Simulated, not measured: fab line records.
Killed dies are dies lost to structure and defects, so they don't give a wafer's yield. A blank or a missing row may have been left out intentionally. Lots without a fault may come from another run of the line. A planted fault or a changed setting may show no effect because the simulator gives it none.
Which tool was responsible? :: flow nandHarc :: at 1 step of a route of 1159, 13 lots with 39 wafers sampled

== WHAT EACH GAUGE READ, for each wafer ==
NHARC_A_ONON_D1_THK_MEAS_24: measures by ellipsometry. Usual: thkNm at 998 nm, with a standard deviation of 11.
lot: L184
measured: day 8 12:36
on: filmMetro-01
thkNm (nm): 990 990 990
flag: 

lot: L185
measured: day 8 16:04
on: filmMetro-01
thkNm (nm): 988 989 988
flag: 

lot: L186
measured: day 8 21:20
on: filmMetro-02
thkNm (nm): 1000 1004 1003
flag: 

lot: L187
measured: day 8 21:21
on: filmMetro-01
thkNm (nm): 993 995 992
flag: 

lot: L189
measured: day 9 08:34
on: filmMetro-01
thkNm (nm): 1019 1015 1015
flag: 

lot: L188
measured: day 9 08:34
on: filmMetro-02
thkNm (nm): 998 998 998
flag: 

lot: L190
measured: day 9 17:11
on: filmMetro-02
thkNm (nm): 1002 1004 1003
flag: 

lot: L191
measured: day 9 17:12
on: filmMetro-01
thkNm (nm): 984 984 985
flag: 

lot: L192
measured: day 10 03:55
on: filmMetro-02
thkNm (nm): 993 992 994
flag: 

lot: L193
measured: day 10 03:55
on: filmMetro-01
thkNm (nm): 998 999 998
flag: 

lot: L195
measured: day 10 15:53
on: filmMetro-01
thkNm (nm): 1009 1008 1009
flag: 

lot: L205
measured: day 13 03:01
on: filmMetro-01
thkNm (nm): 994 997 996
flag: 

lot: L207
measured: day 13 20:55
on: filmMetro-02
thkNm (nm): 981 982 982
flag: 

== WHAT TOOL EACH LOT RAN ON (gives the tool, then ch and the chambers of the sampled wafers, and finally the start) ==
The record holds no process step before these readings.

== WHAT THE TOOLS THEMSELVES READ (means of the sampled wafers that have a number; where no wafer has one, the mark that the record gives instead) ==
The record holds no such reading with a usual standard deviation.

== THE ANSWER, worked out from the rows above alone ==
Rule: a lot counts as off when the mean over its wafers that have a number is more than 3 standard deviations away from the usual mean. A lot without any number at a reading at which 4 lots or more have one is off too. The other lots that the step has rows for count as sound. First the gauges in route order, then the tools' own readings, where a lot's mean is used as printed above. The first step at which some lot is off is used, and at that step the reading that is off furthest; a lot without a number counts as furthest.
No lot is off on any of the readings shown, so nothing can be concluded from this.

== WHAT THE SIMULATOR PUT IN ==
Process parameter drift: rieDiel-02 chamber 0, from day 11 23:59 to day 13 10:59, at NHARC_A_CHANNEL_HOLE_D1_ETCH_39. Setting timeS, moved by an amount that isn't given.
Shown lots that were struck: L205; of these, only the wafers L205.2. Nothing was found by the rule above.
